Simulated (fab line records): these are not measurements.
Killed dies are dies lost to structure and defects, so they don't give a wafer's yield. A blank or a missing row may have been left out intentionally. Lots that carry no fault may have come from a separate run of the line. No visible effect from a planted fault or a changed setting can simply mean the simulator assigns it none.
fab line records	flow n5_finfet
record lots=8	wafers=22	last_day=18
route steps=1938 shown BEOL_M4@1111 MIM_BOT_LITHO@1864 PASS1_CAP@1873 TV_OPEN@1887 PASSIVATION@1936
lots with no fault: from the same line, run without faults
start_h: start of the lot's first displayed wafer, in hours after the record's first day	wait_h: hours from the lot's prior step to this one	" the same as in the row above	L1.1+2: one row covering several wafers at once	- no value, or no start given	* or withheld: withheld	< > ~ a bound
route shown NAME@n: names a module that has steps shown in the file, with the first one's number in the route	usual: mean/standard deviation taken from wafers without a fault	same: alike in all rows	chamber/n: place in a boat	sites: per-site readings	_std_site: the values' standard deviation	_edge_site: the outer-site mean with the inner-site mean subtracted	radius_mm: for every site, how far away it sits from the centre of the wafer	mask NAME#n: copy n	behind: tool/chamber where the wafer was last shaped	hold: what put the lot on hold/how long, in hours/how the hold closed	device: transistor that didn't switch, given as n, p or np	end of line: tests run on the same wafers once the route is complete	a step without rows: its recipe alone	killed: the dies lost at the first sort to structure and to defects; this is not the yield of the wafer	map: a wafer's dies, marking killed ones x, the rest . and places with no die _
set.NAME: the setting the step ran with; set.NAME@STEP: the setting that earlier step ran with	model.NAME: the simulator's own value behind a step, which no gauge read
the route's steps for a sample of lots (tables are steps, rows are wafers)
services: a tool's chamber out of use, with start hour (start_h, from the record's first day; less than 0 if before it), hours out, and reason
## steps
# step N5_BEOL_M4_RC_MEAS_101
# usual DIBL_N=35.0/2.4	DIBL_P=35.4/2.8	IOFF_N=0.14/0.045	IOFF_P=0.20/0.048	ION_N=667/19	ION_P=460/11	SS_N=71.2/0.71	SS_P=73.1/0.86	VT_N=252/4.6	VT_P=-251/3.4
lot.wafer	tool	chamber	start_h	wait_h	DIBL_N[mV/V]	DIBL_P[mV/V]	IOFF_N[nA/um]	IOFF_P[nA/um]	ION_N[uA/um]	ION_P[uA/um]	SS_N[mV/dec]	SS_P[mV/dec]	VT_N[mV]	VT_P[mV]
L316.1	prober-01	0	175.98	0.0	33.2	32.2	0.12	0.18	673	469	70.8	72.8	252	-250
L316.2	"	0	"	"	37.2	35.9	0.19	0.24	680	459	72.0	73.8	247	-247
L316.5	"	0	"	"	36.4	34.9	0.16	0.21	650	453	72.1	73.5	252	-248
L319.4	prober-02	0	196.19	0.5	34.8	34.9	0.17	0.21	677	460	71.0	72.8	250	-250
L319.5	"	0	"	"	33.5	33.0	0.13	0.18	674	463	71.2	72.3	253	-250
L319.6	"	0	"	"	35.7	36.4	0.19	0.23	686	464	71.5	73.9	247	-249
L328.1	prober-01	0	256.38	0.0	35.5	35.3	0.14	0.18	659	452	70.9	72.7	251	-252
L328.2	"	0	"	"	33.9	33.5	0.12	0.16	666	455	70.9	71.8	254	-254
L328.4	"	0	"	"	34.0	34.1	0.11	0.17	667	456	70.2	72.5	255	-252
L333.1	prober-02	0	276.89	0.3	39.2	41.4	0.22	0.33	688	483	71.9	74.8	243	-246
L333.2	"	0	"	"	34.4	30.3	0.11	0.14	631	437	71.8	72.3	258	-258
L333.3	"	0	"	"	37.5	36.4	0.17	0.21	666	456	71.4	74.4	249	-252
L332.2	prober-02	0	282.02	0.2	35.5	36.3	0.14	0.22	646	451	71.1	73.3	253	-249
L332.4	"	0	"	"	37.3	39.7	0.21	0.28	700	482	71.8	73.5	242	-243
L332.6	"	0	"	"	39.6	41.9	0.24	0.33	681	467	73.0	75.0	243	-245
L335.2	prober-02	0	283.82	0.2	33.8	35.2	0.10	0.16	665	462	71.1	72.1	259	-256
L335.3	"	0	"	"	37.8	39.5	0.16	0.23	661	454	72.3	73.1	252	-250
L335.4	"	0	"	"	33.6	34.3	0.10	0.16	664	458	72.0	72.7	258	-255
L336.2	prober-02	0	302.41	0.2	33.1	36.2	0.12	0.18	654	457	71.3	72.9	253	-251
L336.3	"	0	"	"	36.3	39.3	0.19	0.23	702	479	72.0	74.1	243	-248
L337.2	prober-01	0	311.42	0.2	34.6	35.6	0.14	0.20	681	471	70.7	73.5	251	-252
L337.6	"	0	"	"	33.8	34.3	0.11	0.17	656	450	70.9	73.0	256	-256
# step N5_MIM_BOT_LITHO_INSPECT_12
# recipe mode=adi	inspect_instrument=macro
# usual raw_defect_count=2.2/1.5
lot.wafer	tool	chamber	start_h	wait_h	raw_defect_count
L316.1	defect_inspect-02	-	266.99	0.0	2
L316.2	"	-	"	"	1
L316.5	"	-	"	"	0
L319.4	defect_inspect-01	-	283.90	0.0	2
L319.5	"	-	"	"	2
L319.6	"	-	"	"	4
L328.1	defect_inspect-01	-	359.97	0.0	1
L328.2	"	-	"	"	2
L328.4	"	-	"	"	4
L333.1	defect_inspect-01	-	372.61	0.0	2
L333.2	"	-	"	"	2
L333.3	"	-	"	"	4
L332.2	defect_inspect-01	-	382.71	0.0	4
L332.4	"	-	"	"	1
L332.6	"	-	"	"	0
L335.2	defect_inspect-01	-	394.16	0.0	4
L335.3	"	-	"	"	2
L335.4	"	-	"	"	2
L336.2	defect_inspect-02	-	402.57	0.0	3
L336.3	"	-	"	"	1
L337.2	defect_inspect-01	-	419.13	0.0	0
L337.6	"	-	"	"	3
# step N5_PASSIVATION_PECVD_55
# recipe material=SiO2	target_thk_a=4000	temp_c=400	precursor=SiH4/N2O	pressure_torr=2.7	rf_w=608	time_s=22.5
# usual heater_power_w=650/140	showerhead_plenum_p_Torr=8.18/0.15	throttle_valve_pct=51/4.4
lot.wafer	tool	chamber	start_h	wait_h	heater_power_w	showerhead_plenum_p_Torr	throttle_valve_pct
L316.1	pecvd-02	2	267.91	0.0	730	8.38	49
L316.2	"	1	"	"	794	8.14	54
L316.5	"	1	"	"	861	8.14	54
L319.4	pecvd-02	1	284.84	0.0	843	8.15	54
L319.5	"	2	"	"	674	8.38	49
L319.6	"	1	"	"	888	8.13	54
L328.1	pecvd-03	0	360.89	0.0	490	8.05	52
L328.2	"	2	"	"	519	8.08	46
L328.4	"	2	"	"	525	8.09	46
L333.1	pecvd-02	2	373.74	0.0	714	8.40	50
L333.2	"	1	"	"	865	8.11	54
L333.3	"	0	"	"	448	8.18	54
L332.2	pecvd-03	0	383.92	0.0	598	8.02	52
L332.4	"	2	"	"	571	8.08	46
L332.6	"	0	"	"	626	8.05	52
L335.2	pecvd-03	0	395.08	0.0	604	8.05	52
L335.3	"	0	"	"	616	8.02	52
L335.4	"	2	"	"	598	8.12	46
L336.2	pecvd-04	2	403.71	0.0	857	8.19	48
L336.3	"	1	"	"	597	8.54	46
L337.2	pecvd-03	0	420.18	0.0	518	8.04	52
L337.6	"	0	"	"	540	8.03	52
# step N5_PASSIVATION_PECVD_01
# recipe material=SiNx	target_thk_a=2000	temp_c=400	precursor=SiH4/NH3/N2	pressure_torr=4.9	rf_w=1406	time_s=43.2
# usual heater_power_w=360/140	showerhead_plenum_p_Torr=8.68/0.1	throttle_valve_pct=28.7/2.4
lot.wafer	tool	chamber	start_h	wait_h	heater_power_w	showerhead_plenum_p_Torr	throttle_valve_pct
L316.1	pecvd-02	2	267.96	0.0	448	8.84	27.9
L316.2	"	1	"	"	664	8.64	30.7
L316.5	"	1	"	"	653	8.65	30.6
L319.4	pecvd-02	1	284.90	0.0	568	8.65	30.3
L319.5	"	2	"	"	408	8.80	27.8
L319.6	"	1	"	"	567	8.67	30.7
L328.1	pecvd-03	0	360.94	0.0	212	8.59	29.5
L328.2	"	2	"	"	320	8.62	26.1
L328.4	"	2	"	"	318	8.62	26.2
L333.1	pecvd-02	2	373.77	0.0	448	8.84	28.2
L333.2	"	1	"	"	589	8.67	30.7
L333.3	"	0	"	"	165	8.67	31.0
L332.2	pecvd-03	0	383.97	0.0	322	8.58	29.4
L332.4	"	2	"	"	321	8.61	26.2
L332.6	"	0	"	"	335	8.59	29.4
L335.2	pecvd-03	0	395.13	0.0	218	8.57	29.4
L335.3	"	0	"	"	229	8.60	29.3
L335.4	"	2	"	"	253	8.62	26.0
L336.2	pecvd-04	2	403.74	0.0	556	8.68	27.4
L336.3	"	1	"	"	306	8.95	26.3
L337.2	pecvd-03	0	420.21	0.0	339	8.59	29.4
L337.6	"	0	"	"	342	8.59	29.5
# step N5_PASSIVATION_PASS_ETCH_74
# recipe chemistry=CF4/O2	target=SiNx	target_depth_a=2200	time_s=110	ion_energy_ev=100	pressure_mtorr=40	source_w=535	bias_w=49	Ar_flow_sccm=100	cf4_flow_sccm=100	O2_flow_sccm=10
# usual O2_flow_sccm=10.000/0.028	bias_w=49.02/0.13	drypump_motor_current_A=5.8/0.43	oes_product_au=0.80/0.1	rf_vpp_V=243/6.2	showerhead_plenum_p_Torr=2.24/0.079	throttle_valve_pct=15.84/0.28
lot.wafer	tool	chamber	start_h	wait_h	O2_flow_sccm	bias_w	drypump_motor_current_A	oes_product_au	rf_hours_counter_h	rf_vpp_V	showerhead_plenum_p_Torr	throttle_valve_pct
L316.1	rie_diel-01	0	269.03	0.0	10.014	48.80	5.6	0.85	59	240	2.23	15.48
L316.2	"	1	"	"	9.989	49.14	5.5	0.71	217	237	2.27	16.22
L316.5	"	2	"	"	10.038	49.30	5.4	0.70	-	250	2.10	16.08
L319.4	rie_diel-06	0	285.81	0.0	9.959	48.83	6.8	0.67	224	235	2.25	16.06
L319.5	"	3	"	"	10.049	48.82	5.7	0.82	-	241	2.16	15.88
L319.6	"	0	"	"	10.005	49.02	6.8	0.66	-	234	2.25	16.05
L328.1	rie_diel-01	1	366.05	0.0	-	-	-	-	-	-	-	-
L328.2	"	3	"	"	-	-	-	-	-	-	-	-
L328.4	"	2	"	"	-	-	-	-	-	-	-	-
L333.1	rie_diel-06	2	375.90	0.0	-	-	-	-	-	-	-	-
L333.2	"	3	"	"	-	-	-	-	-	-	-	-
L333.3	"	0	"	"	-	-	-	-	-	-	-	-
L332.2	rie_diel-01	3	387.80	0.0	9.995	48.97	6.0	0.86	34	243	2.33	15.62
L332.4	"	0	"	"	10.050	48.80	5.7	0.79	-	243	2.21	15.56
L332.6	"	2	"	"	10.006	49.00	5.5	0.93	-	254	2.35	15.62
L335.2	rie_diel-01	0	396.92	0.0	10.013	49.13	5.6	0.80	105	245	2.21	15.56
L335.3	"	3	"	"	10.009	48.94	6.0	0.85	37	244	2.33	15.63
L335.4	"	2	"	"	9.992	48.92	5.4	0.92	25	255	2.35	15.64
L336.2	rie_diel-02	0	408.23	0.0	10.022	48.98	5.8	0.93	1	244	2.24	15.59
L336.3	"	1	"	"	9.964	49.14	5.7	0.80	98	248	2.30	15.63
L337.2	rie_diel-06	0	420.98	0.0	9.983	49.04	6.8	0.94	7	234	2.24	15.65
L337.6	"	1	"	"	10.007	49.03	6.5	0.80	-	236	2.14	15.82
# step N5_PASSIVATION_VIA_ETCH_13
# recipe chemistry=CHF3/O2	target=SiO2	target_depth_a=6600	CHF3_flow_sccm=50	O2_flow_sccm=5	Ar_flow_sccm=200	time_s=330	mask_material=PR	pressure_mtorr=30	source_w=650	bias_w=170	ion_energy_ev=200	ends=cleared
# usual CHF3_flow_sccm=49.99/0.15	O2_flow_sccm=5.001/0.014	drypump_motor_current_A=5.8/0.43	etch_rf_on_time_s=241/6.2	oes_product_au=0.72/0.091	rf_vpp_V=528/13	showerhead_plenum_p_Torr=2.46/0.085	throttle_valve_pct=18.75/0.28
lot.wafer	tool	chamber	start_h	wait_h	CHF3_flow_sccm	O2_flow_sccm	drypump_motor_current_A	etch_rf_on_time_s	oes_product_au	rf_hours_counter_h	rf_vpp_V	showerhead_plenum_p_Torr	throttle_valve_pct
L316.1	rie_diel-01	0	269.12	0.0	50.07	5.034	5.6	225	0.76	59	531	2.46	18.48
L316.2	"	1	"	"	49.72	5.024	5.5	240	0.63	217	516	2.48	19.11
L316.5	"	2	"	"	49.91	4.995	5.4	236	0.64	-	544	2.28	18.89
L319.4	rie_diel-06	0	285.90	0.0	50.17	4.994	6.8	250	0.61	224	511	2.46	18.91
L319.5	"	3	"	"	50.16	4.992	5.8	243	0.75	-	522	2.35	18.82
L319.6	"	0	"	"	50.10	5.024	6.8	252	0.61	-	511	2.46	18.92
L328.1	rie_diel-01	1	366.14	0.0	50.06	4.988	5.5	825	0.26	250	517	2.46	19.06
L328.2	"	3	"	"	49.96	4.994	6.1	825	0.33	26	530	2.54	18.32
L328.4	"	2	"	"	49.93	4.981	5.4	825	0.35	14	553	2.56	18.34
L333.1	rie_diel-06	2	376.00	0.0	50.04	5.027	6.1	825	0.25	242	543	2.28	19.26
L333.2	"	3	"	"	49.83	4.991	5.8	825	0.31	91	523	2.34	18.75
L333.3	"	0	"	"	49.80	5.012	6.8	825	0.25	250	510	2.45	18.87
L332.2	rie_diel-01	3	387.89	0.0	50.00	5.015	6.1	236	0.80	34	531	2.54	18.43
L332.4	"	0	"	"	49.96	5.000	5.6	241	0.73	-	530	2.44	18.55
L332.6	"	2	"	"	49.82	5.004	5.4	238	0.85	-	552	2.56	18.46
L335.2	rie_diel-01	0	397.02	0.0	50.08	4.992	5.6	228	0.72	105	530	2.44	18.54
L335.3	"	3	"	"	49.77	4.977	6.0	236	0.78	38	530	2.53	18.43
L335.4	"	2	"	"	50.03	5.007	5.4	234	0.84	25	553	2.56	18.46
L336.2	rie_diel-02	0	408.32	0.0	49.87	5.031	5.8	241	0.86	1	533	2.44	18.50
L336.3	"	1	"	"	49.92	5.002	5.7	238	0.73	98	543	2.52	18.53
L337.2	rie_diel-06	0	421.08	0.0	49.71	5.026	6.7	229	0.85	7	508	2.44	18.56
L337.6	"	1	"	"	49.78	5.011	6.5	242	0.72	-	516	2.35	18.81
# step N5_PASSIVATION_ETCH_15
# recipe chemistry=CF4/N2	target=SiCN	target_depth_a=750	taper_deg=2	time_s=81.2	ion_energy_ev=150	mask_material=SiNx	pressure_mtorr=40	source_w=430	bias_w=70	Ar_flow_sccm=100	cf4_flow_sccm=60	n2_flow_sccm=60
# usual bias_w=69.99/0.18	cf4_flow_sccm=60.00/0.18	drypump_motor_current_A=5.8/0.43	oes_product_au=0.80/0.1	rf_vpp_V=383.4/2.1	showerhead_plenum_p_Torr=2.25/0.08	throttle_valve_pct=15.30/0.28
lot.wafer	tool	chamber	start_h	wait_h	bias_w	cf4_flow_sccm	drypump_motor_current_A	oes_product_au	rf_hours_counter_h	rf_vpp_V	showerhead_plenum_p_Torr	throttle_valve_pct
L316.1	rie_diel-01	0	-	-	70.10	60.17	5.6	0.85	59	384.2	2.23	14.95
L316.2	"	1	"	"	70.29	60.29	5.5	0.71	217	384.0	2.27	15.69
L316.5	"	2	"	"	69.83	60.05	5.4	0.70	-	379.2	2.09	15.51
L319.4	rie_diel-06	0	-	-	69.88	59.84	6.7	0.67	224	383.6	2.26	15.54
L319.5	"	3	"	"	69.76	59.96	5.7	0.82	-	381.7	2.15	15.31
L319.6	"	0	"	"	70.26	59.98	6.8	0.67	-	383.5	2.26	15.55
L328.1	rie_diel-01	1	-	-	69.80	60.10	5.5	0.26	250	381.9	2.26	15.73
L328.2	"	3	"	"	70.08	60.07	6.0	0.34	27	385.5	2.34	15.03
L328.4	"	2	"	"	69.85	59.71	5.4	0.36	14	386.0	2.35	15.02
L333.1	rie_diel-06	2	-	-	69.95	59.79	6.1	0.25	242	380.1	2.09	15.96
L333.2	"	3	"	"	69.84	59.83	5.8	0.31	92	380.4	2.14	15.36
L333.3	"	0	"	"	70.03	60.04	6.8	0.26	250	383.9	2.25	15.57
L332.2	rie_diel-01	3	-	-	70.16	60.11	6.0	0.86	34	386.0	2.33	15.07
L332.4	"	0	"	"	69.85	60.13	5.7	0.80	-	382.0	2.22	15.03
L332.6	"	2	"	"	69.85	60.02	5.4	0.93	-	386.3	2.35	15.03
L335.2	rie_diel-01	0	-	-	70.00	60.19	5.6	0.80	105	382.0	2.22	15.03
L335.3	"	3	"	"	69.90	60.00	6.0	0.85	38	384.0	2.33	15.08
L335.4	"	2	"	"	70.07	60.21	5.4	0.93	25	384.7	2.35	15.04
L336.2	rie_diel-02	0	-	-	69.86	60.17	5.8	0.92	1	383.9	2.24	15.04
L336.3	"	1	"	"	69.86	60.10	5.7	0.79	98	385.8	2.31	15.10
L337.2	rie_diel-06	0	-	-	70.06	60.14	6.8	0.94	7	383.2	2.24	15.11
L337.6	"	1	"	"	69.99	59.85	6.5	0.81	-	380.6	2.14	15.28
# step N5_PASSIVATION_PROBE_49
# usual defect_limited_yield=91.7/1.4	killed_at_M0_to_M3=32/9.7	killed_at_M4_up=14/5.5	killed_at_contacts=13/6.1	killed_at_front_end=35/10	killed_at_other=4.2/2.9	killed_dies=98/17	killed_on_rim=13/4.2	killed_open=63/12	killed_short=32/7.7	sort_bin_4_leakage=0.0/0.33	sort_bin_5_function=4.8/0.9	sort_bin_6_memory=3.1/0.63	sort_n_pass=1073/41	sort_yield_pct=91/3.5
# same gross_dies=1180	killed_at_back_side=0	sort_bin_8_speed[%]=0
lot.wafer	tool	chamber	start_h	wait_h	defect_limited_yield[%]	killed_at_M0_to_M3	killed_at_M4_up	killed_at_contacts	killed_at_front_end	killed_at_other	killed_dies	killed_on_rim	killed_open	killed_short	sort_bin_4_leakage[%]	sort_bin_5_function[%]	sort_bin_6_memory[%]	sort_n_pass	sort_yield_pct[%]
L328.1	prober-02	-	373.62	0.0	0	32	23	11	21	1093	1180	152	69	24	0	96.5	3.4	0	0
L328.2	prober-02	-	373.67	0.1	0	30	20	15	24	1091	1180	152	59	34	0	96.5	3.3	0	0
L328.4	prober-02	-	373.77	0.2	0	28	14	16	38	1084	1180	152	62	35	0	96.1	3.5	0	0
L333.1	prober-02	-	383.03	0.0	0	42	9	15	43	1071	1180	152	75	37	0	96.1	3.5	0	0
L333.2	prober-02	-	383.08	0.1	0	35	12	9	36	1088	1180	152	61	34	0	97.0	2.7	0	0
L333.3	prober-02	-	383.13	0.1	0	34	9	3	46	1088	1180	152	56	37	0	95.7	3.7	0	0
L336.2	prober-01	-	414.82	0.1	93.1	32	5	15	24	5	81	10	56	23	0	4.2	2.4	1099	93
L336.3	prober-01	-	414.87	0.1	90.8	33	13	12	47	3	108	22	60	38	0	5.1	3.1	1072	91
L337.2	prober-02	-	427.49	0.1	92.7	23	9	9	41	4	86	10	56	28	0	4.5	2.8	1094	93
L337.6	prober-02	-	427.69	0.3	92.1	28	5	10	49	1	93	12	49	37	0	4.7	2.5	1087	92
# killed by level:class
L328.1 TV_OPEN:area_etch=1087 MOL_CONTACT_COAG:geometric_particle:open=11 BEOL_M2:geometric_particle:open=8 BEOL_M1:geometric_particle:open=7 BEOL_M4:geometric_particle:open=7 BEOL_M3:geometric_particle:short=6 FIN_SAQP:geometric_particle:short=4 FIN_SAQP:geometric_particle:open=4
L328.2 TV_OPEN:area_etch=1087 MOL_CONTACT_COAG:geometric_particle:open=12 BEOL_M3:geometric_particle:short=11 BEOL_M4:geometric_particle:open=10 BEOL_M3:geometric_particle:open=10 FIN_SAQP:geometric_particle:short=6 FIN_SAQP:geometric_particle:open=5 STI_FIN_REVEAL:geometric_particle:open=4
L328.4 TV_OPEN:area_etch=1082 BEOL_M3:geometric_particle:open=14 STI_FIN_REVEAL:geometric_particle:open=9 MOL_CONTACT_COAG:geometric_particle:open=9 MOL_CONTACT_COAG:geometric_particle:short=7 STI_FIN_REVEAL:geometric_particle:short=6 BEOL_M4:geometric_particle:open=6 FIN_SAQP:geometric_particle:short=5
L333.1 TV_OPEN:area_etch=1068 FIN_SAQP:geometric_particle:short=15 MOL_CONTACT_COAG:geometric_particle:open=13 FIN_SAQP:geometric_particle:open=12 BEOL_M0_SAQP:geometric_particle:open=12 BEOL_M0_SAQP:geometric_particle:short=9 STI_FIN_REVEAL:geometric_particle:open=7 BEOL_M3:geometric_particle:open=6
L333.2 TV_OPEN:area_etch=1085 BEOL_M0_SAQP:geometric_particle:open=11 BEOL_M0_SAQP:geometric_particle:short=11 FIN_SAQP:geometric_particle:open=10 BEOL_M0:geometric_particle:open=8 FIN_SAQP:geometric_particle:short=7 MOL_CONTACT_COAG:geometric_particle:open=6 BEOL_M5:geometric_particle:open=4
L333.3 TV_OPEN:area_etch=1085 BEOL_M0_SAQP:geometric_particle:open=12 FIN_SAQP:geometric_particle:short=9 FIN_SAQP:geometric_particle:open=9 GATE_CUT:geometric_particle:short=6 BEOL_M0:geometric_particle:open=5 DUMMY_GATE:geometric_particle:open=4 BEOL_M1:geometric_particle:open=4
L336.2 MOL_CONTACT_COAG:geometric_particle:open=12 BEOL_M0_SAQP:geometric_particle:open=12 BEOL_M2:geometric_particle:open=6 STI_FIN_REVEAL:geometric_particle:open=5 GATE_CUT:geometric_particle:short=4 BEOL_M0_SAQP:geometric_particle:short=4 FIN_SAQP:geometric_particle:short=3 MOL_CONTACT_COAG:geometric_particle:short=3
L336.3 BEOL_M3:geometric_particle:open=9 FIN_SAQP:geometric_particle:short=8 MOL_CONTACT_COAG:geometric_particle:open=8 HKMG_FIN:area_etch=8 BEOL_M1:geometric_particle:open=7 FIN_SAQP:geometric_particle:open=6 GATE_CUT:geometric_particle:short=6 BEOL_M0_SAQP:geometric_particle:open=5
L337.2 STI_FIN_REVEAL:geometric_particle:open=10 FIN_SAQP:geometric_particle:short=9 BEOL_M0_SAQP:geometric_particle:short=9 MOL_CONTACT_COAG:geometric_particle:open=7 BEOL_M0_SAQP:geometric_particle:open=7 FIN_SAQP:geometric_particle:open=6 DUMMY_GATE:geometric_particle:open=5 BEOL_M2:geometric_particle:open=4
L337.6 FIN_SAQP:geometric_particle:open=13 FIN_SAQP:geometric_particle:short=12 MOL_CONTACT_COAG:geometric_particle:open=7 BEOL_M0_SAQP:geometric_particle:short=7 BEOL_M0_SAQP:geometric_particle:open=6 BEOL_M2:geometric_particle:open=6 BEOL_M1:geometric_particle:open=4 STARTING-WAFER:geometric_particle:short=4
## services
tool	chamber	start_h	hours	kind
pecvd-03	1	260.96	144.4	repair
pecvd-02	0	265.03	22.1	repair
pecvd-02	-	265.85	0.7	repair
rie_diel-01	3	268.96	-	clean
rie_diel-01	3	268.96	-	consumable_replace:focus_ring
rie_diel-01	3	268.96	-	consumable_replace:showerhead
rie_diel-01	3	268.96	16.1	scheduled_down
rie_diel-01	3	268.96	16.1	vent_cycle
pecvd-04	-	280.33	0.9	repair
pecvd-02	-	285.58	0.6	repair
rie_diel-01	2	294.63	-	clean
rie_diel-01	2	294.63	-	consumable_replace:focus_ring
rie_diel-01	2	294.63	-	consumable_replace:showerhead
rie_diel-01	2	294.63	22.6	scheduled_down
rie_diel-01	2	294.63	22.6	vent_cycle
rie_diel-06	2	307.54	9.9	repair
rie_diel-06	3	329.67	5.2	repair
rie_diel-06	2	339.05	4.8	repair
rie_diel-01	1	366.47	-	clean
rie_diel-01	1	366.47	-	consumable_replace:focus_ring
rie_diel-01	1	366.47	22.4	scheduled_down
rie_diel-01	1	366.47	22.4	vent_cycle
rie_diel-02	3	386.72	2.1	repair
pecvd-03	-	400.77	0.2	repair
## key
first_sign step=N5_PASSIVATION_PASS_ETCH_74	reading=tool_record	direction=missing
effect step=N5_PASSIVATION_VIA_ETCH_13	reading=etch_rf_on_time_s	direction=up	sigmas=94	usual=*	struck=*
effect step=N5_PASSIVATION_ETCH_15	reading=oes_product_au	direction=down	sigmas=5	usual=0.80	struck=0.30
effect step=N5_PASSIVATION_PROBE_49	reading=killed_at_other	direction=up	sigmas=99+	usual=4.2	struck=1085.8
more_kills_born_at N5_PASSIVATION_PASS_ETCH_74@rie_diel-01=3256	N5_PASSIVATION_PASS_ETCH_74@rie_diel-06=3238
met_at N5_PASSIVATION_PASS_ETCH_74
struck_lots L328,L333
later_rows_left_out L328.1,L328.2,L328.4,L333.1,L333.2,L333.3
not_acting_at N5_MIM_BOT_LITHO_INSPECT_12,N5_PASSIVATION_PECVD_55,N5_PASSIVATION_PECVD_01
onset_between 285.81 366.05
fault kind=skipped_step_whole	tool=rie_diel-01,rie_diel-06	chamber=-	onset_h=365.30	steps=N5_PASSIVATION_PASS_ETCH_74	scope=struck_lots_only
# later_rows_left_out: the simulator's readings of these wafers behind a module that went badly wrong aren't trusted and aren't shown, but for the sort
